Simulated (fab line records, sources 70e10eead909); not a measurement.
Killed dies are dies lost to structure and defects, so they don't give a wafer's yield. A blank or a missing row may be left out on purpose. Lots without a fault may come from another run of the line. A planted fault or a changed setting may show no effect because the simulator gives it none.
Chamber matching | flow nand_harc | NHARC_P_ZERO_WELL_DESCUM_26 on rie_diel-12: 4 sister chambers
The step chemistry O2, time 3 s. 14 wafers are shown with their chamber, then 7 later ones without.

WAFERS WITH THEIR CHAMBER
wafer  | chamber | drypump_motor_current_A (A) | showerhead_plenum_p_Torr (Torr) | oes_product_au (a.u.)
L955.1 | 1       | 6.1                         | 1.90                            | 1.005
L955.5 | 3       | 5.3                         | 1.92                            | 0.984
L955.6 | 2       | 5.8                         | 1.91                            | 0.989
L956.1 | 3       | 5.4                         | 1.92                            | 0.999
L956.5 | 1       | 6.1                         | 1.90                            | 1.012
L956.6 | 0       | 6.8                         | 1.82                            | 1.016
L960.4 | 0       | 6.7                         | 1.82                            | 1.019
L960.5 | 2       | 5.8                         | 1.91                            | 0.991
L960.6 | 3       | 5.4                         | 1.91                            | 0.986
L965.1 | 0       | 6.7                         | 1.82                            | 0.992
L965.2 | 3       | 5.4                         | 1.91                            | 0.996
L965.5 | 0       | 6.7                         | 1.82                            | 0.986
L973.1 | 0       | 6.7                         | 1.81                            | 1.005
L973.4 | 3       | 5.3                         | 1.90                            | 0.998

SIGNATURES (means of the wafers above)
reading                  | chamber 0 | chamber 1 | chamber 2 | chamber 3 | scatter within a chamber
drypump_motor_current_A  | 6.720     | 6.100     | 5.800     | 5.360     | 0.0447
showerhead_plenum_p_Torr | 1.8180    | 1.9000    | 1.9100    | 1.9120    | 0.006
oes_product_au           | 1.00360   | 1.00850   | 0.99000   | 0.99260   | 0.0103
Rule: a wafer's distance from a chamber is the root of the sum, over the readings, of the square of ((its reading less the chamber's mean) divided by the reading's scatter). The wafer belongs to the nearest chamber; if the next one is less than 2 further off, it can't be placed. The scatter: the root of (the sum of the squares of (reading less its chamber's mean) over the shown wafers, divided by (wafers less chambers)).

WAFERS WITHOUT THEIR CHAMBER
wafer  | drypump_motor_current_A (A) | showerhead_plenum_p_Torr (Torr) | oes_product_au (a.u.)
L973.5 | 5.3                         | 1.90                            | 0.991
L974.1 | 6.8                         | 1.81                            | 1.002
L974.3 | 5.3                         | 1.90                            | 0.988
L974.4 | 6.1                         | 1.88                            | 1.003
L975.1 | 6.7                         | 1.81                            | 1.006
L975.2 | 5.8                         | 1.90                            | 1.021
L975.3 | 6.1                         | 1.88                            | 1.007

WHICH CHAMBER EACH WENT THROUGH
wafer  | from the rows above | in truth
L973.5 | 3                   | 3
L974.1 | 0                   | 0
L974.3 | 3                   | 3
L974.4 | 1                   | 1
L975.1 | 0                   | 0
L975.2 | 2                   | 2
L975.3 | 1                   | 1
Placed correctly: 7 of 7. Can't be placed from these rows: 0. Placed wrongly: 0.
